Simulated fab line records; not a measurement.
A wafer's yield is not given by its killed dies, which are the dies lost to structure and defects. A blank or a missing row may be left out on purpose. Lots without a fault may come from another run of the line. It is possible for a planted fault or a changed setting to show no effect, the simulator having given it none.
fab line records	flow n5-finfet	part 1 of 2: steps 1 to 15 of 21
record lots=5	wafers=15	last-day=16
route steps=1938 shown BEOL_M0_SAQP@652
lots with no fault: from the same line, run without faults
start-h: the number of hours between the record's first day and the start of the first shown wafer of the lot	wait-h: how many hours have passed since the lot's step before this one	" unchanged from the row above	L1.1+2: a row that stands for several wafers	- value missing, or start not given	* or withheld: withheld	< > ~ a bound
route shown NAME@n: names a module that has steps shown in the file, with the first one's number in the route	usual: mean/standard deviation taken from wafers without a fault	same: alike in all rows	chamber/n: place in a boat	sites: readings site by site	_std_site: how widely they spread, as a standard deviation	_edge_site: the outer-site mean with the inner-site mean subtracted	radius-mm: how far each site lies from the wafer's centre	mask NAME#n: copy n	behind: the tool/chamber that last shaped the wafer	hold: what put the lot on hold/how long, in hours/how the hold closed	device: the transistor (n, p or np) that didn't switch	end of line: the same wafers' tests at the end of the route	a step without rows: its recipe alone	killed: at the first sort, the dies lost to defects and structure; wafer yield is something else	map: a wafer's dies, marking killed ones x, the rest . and places with no die _
set.NAME: the setting that was run; set.NAME@STEP: the one run at that earlier step	model.NAME: the simulator's own value behind a step, which no gauge read
a table for each step, a row for each wafer; lots at some steps of the route
services: from which hour (start-h, from the record's first day; less than 0 if before it) a tool's chamber was out of use, for how many hours, and why
## steps
# step N5_BEOL_M0_SAQP_DESCUM_19
# recipe chemistry=O2	time-s=7.9	source-power-w=50	bias-power-w=20	pressure-mtorr=20	rf-frequency-hz=2.712e+07	temp-c=40	resist=CAR-ArF	o2-flow-sccm=225
# usual drypump-motor-current-A=5.5/0.58	oes-product-au=0.78/0.083	rf-vpp-V=243.0/1.6	showerhead-plenum-p-Torr=2.08/0.086	throttle-valve-pct=20.50/0.26
# same time-s=7.9
lot.wafer	tool	chamber	start-h	wait-h	drypump-motor-current-A	oes-product-au	rf-hours-counter-h	rf-vpp-V	showerhead-plenum-p-Torr	throttle-valve-pct
L076.1	rie-diel-06	2	120.15	0.0	4.7	0.71	208	242.9	2.07	20.73
L076.4	"	3	"	"	4.7	0.88	73	242.6	2.11	20.41
L076.5	"	3	"	"	4.7	0.88	-	244.0	2.11	20.42
L079.3	rie-diel-06	2	140.16	0.0	4.7	0.71	215	241.4	2.07	20.74
L079.4	"	3	"	"	4.7	0.85	80	242.2	2.11	20.41
L079.5	"	2	"	"	4.8	0.70	-	242.2	2.07	20.73
L080.2	rie-diel-06	1	143.74	0.0	5.4	0.80	86	243.9	2.19	20.16
L080.5	"	2	"	"	4.7	0.71	-	243.0	2.07	20.73
L080.6	"	1	"	"	5.4	0.80	-	244.9	2.19	20.15
L088.2	rie-diel-06	3	193.40	0.2	4.7	0.84	96	243.5	2.11	20.45
L088.3	"	1	"	"	5.4	0.79	101	244.6	2.18	20.18
L088.4	"	2	"	"	4.7	0.70	231	242.3	2.06	20.75
L095.1	rie-diel-06	1	232.47	0.0	5.4	0.78	113	243.8	2.18	20.19
L095.3	"	3	"	"	4.7	0.82	109	243.1	2.10	20.47
L095.4	"	0	"	"	6.2	0.70	235	241.3	1.96	20.80
# step N5_BEOL_M0_SAQP_ETCH_83
# recipe chemistry=CF4	target=SiARC	target-depth-a=390	mask-material=CAR-ArF	time-s=65	ion-energy-ev=80	pressure-mtorr=40	source-w=545	bias-w=36	Ar_flow_sccm=100	cf4-flow-sccm=100	ends=cleared
# usual drypump-motor-current-A=5.5/0.58	etch-rf-on-time-s=65.9/2.1	oes-product-au=0.66/0.071	rf-vpp-V=183.9/1.4	showerhead-plenum-p-Torr=2.14/0.088	throttle-valve-pct=15.71/0.27
lot.wafer	tool	chamber	start-h	wait-h	drypump-motor-current-A	etch-rf-on-time-s	oes-product-au	rf-hours-counter-h	rf-vpp-V	showerhead-plenum-p-Torr	throttle-valve-pct
L076.1	rie-diel-06	2	120.18	0.0	4.7	69.0	0.59	208	183.3	2.13	15.96
L076.4	"	3	"	"	4.7	63.3	0.73	73	184.1	2.15	15.55
L076.5	"	3	"	"	4.7	62.6	0.75	-	185.6	2.15	15.57
L079.3	rie-diel-06	2	140.20	0.0	4.7	68.8	0.59	215	184.4	2.13	15.94
L079.4	"	3	"	"	4.7	63.6	0.73	80	184.4	2.14	15.57
L079.5	"	2	"	"	4.7	68.9	0.59	-	183.8	2.13	15.94
L080.2	rie-diel-06	1	143.77	0.0	5.4	62.6	0.70	86	183.8	2.27	15.52
L080.5	"	2	"	"	4.7	68.9	0.59	-	183.0	2.13	15.95
L080.6	"	1	"	"	5.4	61.9	0.71	-	184.7	2.27	15.52
L088.2	rie-diel-06	3	193.43	0.0	4.7	63.4	0.71	96	184.8	2.14	15.61
L088.3	"	1	"	"	5.4	62.9	0.69	101	185.5	2.26	15.54
L088.4	"	2	"	"	4.8	69.5	0.58	231	183.1	2.12	15.97
L095.1	rie-diel-06	1	232.50	0.0	5.4	63.5	0.67	113	185.6	2.26	15.58
L095.3	"	3	"	"	4.8	64.5	0.70	109	183.5	2.14	15.63
L095.4	"	0	"	"	6.3	66.1	0.60	235	183.1	2.04	16.17
# step N5_BEOL_M0_SAQP_ETCH_84
# recipe chemistry=N2/H2	target=SOC	target-depth-a=1000	overetch-a=200	mask-material=SiARC	temp-c=40	time-s=150	ion-energy-ev=200	pressure-mtorr=30	source-w=840	bias-w=150	n2-flow-sccm=200	h2-flow-sccm=200
# usual drypump-motor-current-A=5.5/0.57	oes-product-au=0.70/0.07	rf-vpp-V=523/3.1	showerhead-plenum-p-Torr=2.53/0.1	throttle-valve-pct=17.9/0.31
# same time-s=150
lot.wafer	tool	chamber	start-h	wait-h	drypump-motor-current-A	oes-product-au	rf-hours-counter-h	rf-vpp-V	showerhead-plenum-p-Torr	throttle-valve-pct
L076.1	rie-diel-06	2	120.23	0.0	4.7	0.64	208	523	2.52	18.2
L076.4	"	3	"	"	4.8	0.75	73	525	2.56	17.7
L076.5	"	3	"	"	4.7	0.76	-	525	2.56	17.7
L079.3	rie-diel-06	2	140.25	0.0	4.7	0.64	215	522	2.52	18.2
L079.4	"	3	"	"	4.8	0.75	80	523	2.56	17.7
L079.5	"	2	"	"	4.7	0.63	-	523	2.52	18.2
L080.2	rie-diel-06	1	143.82	0.0	5.4	0.72	87	527	2.65	17.4
L080.5	"	2	"	"	4.7	0.64	-	525	2.52	18.2
L080.6	"	1	"	"	5.4	0.72	-	528	2.65	17.4
L088.2	rie-diel-06	3	193.48	0.0	4.8	0.73	96	526	2.55	17.8
L088.3	"	1	"	"	5.4	0.71	101	528	2.64	17.5
L088.4	"	2	"	"	4.7	0.63	231	523	2.51	18.2
L095.1	rie-diel-06	1	232.55	0.0	5.4	0.70	113	528	2.64	17.4
L095.3	"	3	"	"	4.8	0.73	109	524	2.55	17.8
L095.4	"	0	"	"	6.2	0.63	235	518	2.42	18.4
# step N5_BEOL_M0_SAQP_STRIP_80
# recipe chemistry=N2/H2	temp-c=40	n2-flow-sccm=200	h2-flow-sccm=200	rf-frequency-hz=6e+07
lot.wafer	tool	chamber	start-h	wait-h
L076.1+4+5	rie-diel-06	2,3,3	120.33	0.0
L079.3+4+5	rie-diel-06	2,3,2	140.35	0.0
L080.2+5+6	rie-diel-06	1,2,1	143.92	0.0
L088.2+3+4	rie-diel-06	3,1,2	193.58	0.0
L095.1+3+4	rie-diel-06	1,3,0	232.65	0.0
# step N5_BEOL_M0_SAQP_HM_OPEN_112
# recipe chemistry=CHF3/O2	target=SiO2	stop-on=a-Si	target-depth-a=120	over-etch-frac=1.25	mask-material=SOC	time-s=13.5	pressure-mtorr=30	source-w=650	bias-w=170	Ar_flow_sccm=200	CHF3_flow_sccm=50	O2_flow_sccm=5	ion-energy-ev=200	ends=end-point
# usual CHF3_flow_sccm=50.00/0.15	drypump-motor-current-A=5.4/0.57	oes_ar_750_au=0.78/0.077	oes_o_777_au=0.78/0.076	oes-product-au=0.51/0.051	rf-vpp-V=515/9.7	showerhead-plenum-p-Torr=2.40/0.1	throttle-valve-pct=18.93/0.25
# same over-etch-frac=1.25
lot.wafer	tool	chamber	start-h	wait-h	CHF3_flow_sccm	drypump-motor-current-A	oes_ar_750_au	oes_o_777_au	oes-product-au	rf-hours-counter-h	rf-vpp-V	showerhead-plenum-p-Torr	throttle-valve-pct
L076.1	rie-diel-06	2	120.34	0.0	50.04	4.7	0.70	0.69	0.47	208	513	2.41	19.20
L076.4	"	3	"	"	50.06	4.7	0.84	0.84	0.56	73	516	2.41	18.74
L076.5	"	3	"	"	49.91	4.8	0.85	0.85	0.55	-	517	2.41	18.75
L079.3	rie-diel-06	2	140.36	0.0	50.11	4.7	0.70	0.69	0.47	215	511	2.40	19.22
L079.4	"	3	"	"	50.11	4.8	0.84	0.83	0.55	80	517	2.41	18.74
L079.5	"	2	"	"	50.23	4.7	0.70	0.69	0.46	-	513	2.40	19.24
L080.2	rie-diel-06	1	143.93	0.0	49.97	5.4	0.83	0.81	0.54	87	511	2.55	18.76
L080.5	"	2	"	"	50.07	4.8	0.70	0.68	0.47	-	512	2.40	19.22
L080.6	"	1	"	"	50.01	5.4	0.83	0.81	0.54	-	514	2.55	18.76
L088.2	rie-diel-06	3	193.59	0.0	49.95	4.8	0.81	0.82	0.53	96	517	2.40	18.78
L088.3	"	1	"	"	50.14	5.4	0.81	0.80	0.52	101	510	2.54	18.76
L088.4	"	2	"	"	49.89	4.7	0.69	0.68	0.46	231	511	2.40	19.26
L095.1	rie-diel-06	1	232.66	0.0	49.94	5.4	0.81	0.79	0.51	113	509	2.54	18.80
L095.3	"	3	"	"	49.93	4.7	0.81	0.81	0.52	109	515	2.40	18.81
L095.4	"	0	"	"	50.06	6.2	0.71	0.72	0.47	235	529	2.27	19.26
# step N5_BEOL_M0_SAQP_STRIP_113
# recipe chemistry=CHF3/O2	resist=SiARC	rf-frequency-hz=6e+07
lot.wafer	tool	chamber	start-h	wait-h
L076.1+4+5	rie-diel-06	2,3,3	120.39	0.0
L079.3+4+5	rie-diel-06	2,3,2	140.41	0.0
L080.2+5+6	rie-diel-06	1,2,1	143.98	0.0
L088.2+3+4	rie-diel-06	3,1,2	193.64	0.0
L095.1+3+4	rie-diel-06	1,3,0	232.71	0.0
# step N5_BEOL_M0_SAQP_MANDREL_ETCH_20
# recipe target-depth-a=600	chemistry=HBr/Cl2	target=a-Si	stop-on=SiNx	bt-time-s=10	mask-material=SOC	over-etch-frac=0.5	time-s=30	pressure-mtorr=10	icp-w=800	bias-w=75	HBr_flow_sccm=150	Cl2_flow_sccm=80	ends=end-point
# usual HBr_flow_sccm=150.0/0.45	drypump-motor-current-A=5.7/0.45	oes-product-au=0.772/0.017	throttle-valve-pct=35.6/0.43
# same over-etch-frac=0.5
lot.wafer	tool	chamber	start-h	wait-h	HBr_flow_sccm	drypump-motor-current-A	oes-product-au	rf-hours-counter-h	throttle-valve-pct
L076.1	rie-si-06	0	120.42	0.0	149.7	6.2	0.770	142	35.6
L076.4	"	1	"	"	150.0	6.1	0.785	72	36.1
L076.5	"	2	"	"	149.6	5.6	0.784	-	35.6
L079.3	rie-si-03	0	140.44	0.0	150.5	6.0	0.785	186	35.6
L079.4	"	2	"	"	149.7	5.2	0.780	166	35.0
L079.5	"	3	"	"	149.6	5.6	0.789	-	36.0
L080.2	rie-si-03	0	144.01	0.0	149.8	6.0	0.790	186	35.6
L080.5	"	2	"	"	150.1	5.2	0.798	-	34.9
L080.6	"	3	"	"	149.9	5.6	0.793	-	36.0
L088.2	rie-si-06	2	193.67	0.0	150.1	5.6	0.750	64	35.6
L088.3	"	3	"	"	149.9	5.0	0.786	87	36.0
L088.4	"	0	"	"	149.9	6.2	0.761	143	35.6
L095.1	rie-si-02	0	232.74	0.0	149.6	6.1	0.759	1	35.6
L095.3	"	2	"	"	150.0	6.4	0.755	38	36.0
L095.4	"	1	"	"	149.5	5.2	0.760	88	35.6
# step N5_BEOL_M0_SAQP_STRIP_86
# recipe chemistry=N2/H2	power-w=500	temp-c=40	pressure-mtorr=50	rf-frequency-hz=6e+07	overash-fraction=0.3	bias-power-w=28	h2-frac=0.5	n2-flow-sccm=300	h2-flow-sccm=300
# usual drypump-motor-current-A=5.6/0.44	oes-product-au=0.78/0.089	rf-vpp-V=121.6/1.8	showerhead-plenum-p-Torr=3.31/0.14	throttle-valve-pct=19.0/0.46
lot.wafer	tool	chamber	start-h	wait-h	drypump-motor-current-A	oes-product-au	rf-hours-counter-h	rf-vpp-V	showerhead-plenum-p-Torr	throttle-valve-pct
L076.1	rie-diel-02	0	120.52	0.1	5.7	0.75	123	120.9	3.14	19.7
L076.4	"	1	"	"	5.5	0.72	212	123.0	3.31	19.2
L076.5	"	0	"	"	5.7	0.75	-	118.3	3.14	19.7
L079.3	rie-diel-02	1	140.54	0.1	5.5	0.72	218	120.9	3.31	19.2
L079.4	"	0	"	"	5.7	0.74	129	123.4	3.13	19.7
L079.5	"	0	"	"	5.7	0.74	-	119.2	3.13	19.7
L080.2	rie-diel-02	0	144.12	0.1	5.7	0.76	130	123.7	3.13	19.7
L080.5	"	0	"	"	5.8	0.77	-	118.9	3.13	19.7
L080.6	"	1	"	"	5.5	0.72	-	122.7	3.31	19.2
L088.2	rie-diel-03	3	193.77	0.1	6.5	0.70	238	119.4	3.17	18.5
L088.3	"	2	"	"	5.3	0.87	49	119.9	3.27	18.7
L088.4	"	2	"	"	5.3	0.86	-	123.7	3.27	18.7
L095.1	rie-diel-06	3	232.84	0.1	4.7	0.83	109	123.5	3.37	18.8
L095.3	"	2	"	"	4.8	0.68	244	122.8	3.31	19.3
L095.4	"	1	"	"	5.4	0.78	113	123.2	3.48	18.3
# step N5_BEOL_M0_SAQP_STRIP_115
# recipe chemistry=post-etch-residue-remover	time-s=60	temp-c=25	remover-ph=withheld	remover-water-wt-pct=withheld	remover-fluoride-wt-pct=withheld
# same time-s=60
lot.wafer	tool	chamber	start-h	wait-h
L076.1+4+5	wet-bench-01	4,5,2	120.60	-
L079.3+4+5	wet-bench-05	7,3,6	140.60	-
L080.2+5+6	wet-bench-01	1,0,4	144.19	-
L088.2+3+4	wet-bench-05	5,0,4	193.84	-
L095.1+3+4	wet-bench-01	3,7,4	232.91	-
# step N5_BEOL_M0_SAQP_SRD_93
# recipe dry=ipa-marangoni	time-s=30	temp-c=23	rinse-liquid=diw
# same time-s=30
lot.wafer	tool	chamber	start-h	wait-h
L076.1+4+5	wet-bench-01	4,5,2	120.62	0.0
L079.3+4+5	wet-bench-05	7,3,6	140.63	0.0
L080.2+5+6	wet-bench-01	1,0,4	144.21	0.0
L088.2+3+4	wet-bench-05	5,0,4	193.86	0.0
L095.1+3+4	wet-bench-01	3,7,4	232.93	0.0
# step N5_BEOL_M0_SAQP_RECESS_114
# recipe chemistry=HF/NH3	target=SiO2	target-depth-a=144	afs-cycles=3	temp-c=30	sublimation-temp-c=180	sublimation-time-s=60
# usual drypump-motor-current-A=5.7/0.36	sublimation-temp-c=180.02/0.14
lot.wafer	tool	chamber	start-h	wait-h	drypump-motor-current-A	sublimation-temp-c
L076.1	vapor-etch-01	1	120.66	0.0	5.3	180.16
L076.4	"	0	"	"	6.1	180.04
L076.5	"	0	"	"	6.2	180.05
L079.3	vapor-etch-02	1	140.79	0.1	5.5	180.10
L079.4	"	0	"	"	6.0	180.06
L079.5	"	0	"	"	6.0	179.89
L080.2	vapor-etch-01	1	144.25	0.0	5.3	180.14
L080.5	"	1	"	"	5.3	180.09
L080.6	"	0	"	"	6.1	179.89
L088.2	vapor-etch-01	0	193.90	0.0	6.1	180.20
L088.3	"	0	"	"	6.1	180.11
L088.4	"	1	"	"	5.3	180.17
L095.1	vapor-etch-01	0	232.97	0.0	6.1	180.03
L095.3	"	1	"	"	5.3	179.94
L095.4	"	0	"	"	6.1	180.00
# step N5_BEOL_M0_SAQP_SPACER1_ALD_98
# recipe material=SiO2	target-thk-a=128	temp-c=300	ald-precursor-family=BDEAS	ald-co-reactant=O2-plasma	pulse-time-s=1	purge-time-s=2	co-reactant-purge-time-s=2	ald-cycles=138	pressure-torr=2
# usual heater-power-w=469/42	precursor-pulse-height-rel=1.003/0.02	susceptor-temp-C=300.01/0.21
lot.wafer	tool	chamber	start-h	wait-h	heater-power-w	precursor-pulse-height-rel	susceptor-temp-C
L076.1	ald-sin-01	2	121.04	0.3	464	1.039	299.86
L076.4	"	0	"	"	459	1.020	300.23
L076.5	"	1	"	"	397	0.987	300.12
L079.3	ald-sin-03	1	141.22	0.3	580	0.991	299.95
L079.4	"	3	"	"	406	1.007	300.12
L079.5	"	0	"	"	484	1.006	300.24
L080.2	ald-sin-01	3	144.64	0.3	515	1.012	299.89
L080.5	"	2	"	"	462	1.035	300.10
L080.6	"	3	"	"	514	0.996	299.91
L088.2	ald-sin-01	3	194.28	0.3	513	1.013	299.94
L088.3	"	2	"	"	468	1.045	300.08
L088.4	"	0	"	"	464	1.011	300.38
L095.1	ald-sin-02	1	233.87	0.8	449	1.019	299.97
L095.3	"	3	"	"	473	1.023	299.99
L095.4	"	0	"	"	459	1.013	299.78
# step N5_BEOL_M0_SAQP_SPACER1_ETCHBACK_99
# recipe chemistry=CHF3/O2	mode=anisotropic-etchback	target=SiO2	target-depth-a=154	time-s=7.7	pressure-mtorr=30	source-w=650	bias-w=170	Ar_flow_sccm=200	CHF3_flow_sccm=50	O2_flow_sccm=5	ion-energy-ev=200
# usual CHF3_flow_sccm=50.04/0.14	drypump-motor-current-A=5.6/0.51	oes_ar_750_au=0.78/0.081	oes_o_777_au=0.78/0.079	oes-product-au=0.77/0.086	rf-vpp-V=514/11	showerhead-plenum-p-Torr=2.38/0.1	throttle-valve-pct=19.00/0.24
# same time-s=7.7
lot.wafer	tool	chamber	start-h	wait-h	CHF3_flow_sccm	drypump-motor-current-A	oes_ar_750_au	oes_o_777_au	oes-product-au	rf-hours-counter-h	rf-vpp-V	showerhead-plenum-p-Torr	throttle-valve-pct
L076.1	rie-diel-02	2	121.52	0.3	50.24	5.7	0.87	0.89	0.87	56	506	2.34	18.77
L076.4	"	3	"	"	50.05	6.0	0.68	0.67	0.67	238	535	2.50	19.10
L076.5	"	1	"	"	50.15	5.5	0.70	0.71	0.71	-	500	2.39	19.33
L079.3	rie-diel-02	0	141.69	0.3	50.14	5.7	0.75	0.75	0.75	129	524	2.25	19.20
L079.4	"	1	"	"	50.05	5.4	0.69	0.70	0.70	219	501	2.39	19.37
L079.5	"	3	"	"	49.87	6.0	0.68	0.67	0.66	-	532	2.50	19.12
L080.2	rie-diel-06	1	145.11	0.3	50.06	5.4	0.83	0.82	0.83	87	512	2.55	18.82
L080.5	"	2	"	"	50.06	4.7	0.69	0.68	0.71	-	513	2.40	19.27
L080.6	"	3	"	"	49.90	4.8	0.84	0.84	0.86	-	516	2.41	18.82
L088.2	rie-diel-06	1	194.76	0.3	50.18	5.4	0.82	0.81	0.79	102	511	2.54	18.85
L088.3	"	3	"	"	49.99	4.8	0.82	0.83	0.84	96	515	2.40	18.84
L088.4	"	0	"	"	49.80	6.2	0.72	0.73	0.71	223	530	2.28	19.29
L095.1	rie-diel-03	1	234.42	0.3	50.00	5.0	0.85	0.84	0.84	49	510	2.55	18.65
L095.3	"	2	"	"	50.25	5.2	0.82	0.82	0.82	65	521	2.35	19.06
L095.4	"	2	"	"	50.02	5.2	0.81	0.81	0.82	-	523	2.35	19.06
# step N5_BEOL_M0_SAQP_MANDREL1_REMOVE_100
# recipe chemistry=HBr/Cl2/O2	bt-time-s=10	target=a-Si	stop-on=SiNx	endpoint=OES-SiCl	over-etch-frac=0.85	icp-w=600	bias-w=30	HBr_flow_sccm=150	Cl2_flow_sccm=80	O2_flow_sccm=5	pressure-mtorr=10
# usual HBr_flow_sccm=150.0/0.48	drypump-motor-current-A=5.7/0.41	oes_o_777_au=1.00/0.061	oes-product-au=0.996/0.022	throttle-valve-pct=36.8/0.46
# same over-etch-frac=0.85
lot.wafer	tool	chamber	start-h	wait-h	HBr_flow_sccm	drypump-motor-current-A	oes_o_777_au	oes-product-au	rf-hours-counter-h	throttle-valve-pct
L076.1	rie-si-02	2	121.61	0.1	149.1	6.4	1.00	0.976	35	37.3
L076.4	"	3	"	"	149.8	5.8	0.86	0.965	46	36.0
L076.5	"	3	"	"	149.5	5.8	0.85	0.978	-	36.0
L079.3	rie-si-06	1	141.78	0.1	150.0	6.1	1.11	1.001	72	37.4
L079.4	"	3	"	"	149.7	5.0	1.01	1.047	86	37.2
L079.5	"	0	"	"	151.0	6.2	0.93	1.006	-	36.9
L080.2	rie-si-02	2	145.20	0.1	149.5	6.4	1.00	0.980	36	37.3
L080.5	"	1	"	"	149.9	5.3	1.03	0.981	-	36.9
L080.6	"	2	"	"	149.3	6.4	1.00	0.977	-	37.3
L088.2	rie-si-03	2	194.85	0.1	149.0	5.2	1.02	0.991	167	36.2
L088.3	"	1	"	"	150.6	5.5	0.99	0.970	123	36.3
L088.4	"	3	"	"	150.4	5.6	0.97	1.015	2	37.3
L095.1	rie-si-03	1	234.51	0.1	150.2	5.5	0.99	0.983	124	36.3
L095.3	"	2	"	"	149.3	5.2	1.02	0.993	168	36.2
L095.4	"	0	"	"	150.1	6.0	1.05	1.025	0	36.6
# step N5_BEOL_M0_SAQP_CD_MEAS_25
# recipe target-cd-nm=13.1	landing-energy-ev=1000	detector=se-inlens
# usual cd-nm=12.84/0.23
lot.wafer	tool	chamber	start-h	wait-h	cd-nm
L076.1	cd-sem-03	0	121.72	0.1	12.83
L076.4	"	0	"	"	12.68
L076.5	"	0	"	"	12.84
L079.3	cd-sem-02	0	141.89	0.1	12.46
L079.4	"	0	"	"	12.64
L079.5	"	0	"	"	13.15
L080.2	cd-sem-02	0	145.31	0.1	12.97
L080.5	"	0	"	"	12.91
L080.6	"	0	"	"	12.62
L088.2	cd-sem-03	0	194.96	0.1	13.30
L088.3	"	0	"	"	12.82
L088.4	"	0	"	"	13.26
L095.1	cd-sem-01	0	234.62	0.1	13.00
L095.3	"	0	"	"	12.50
L095.4	"	0	"	"	12.92
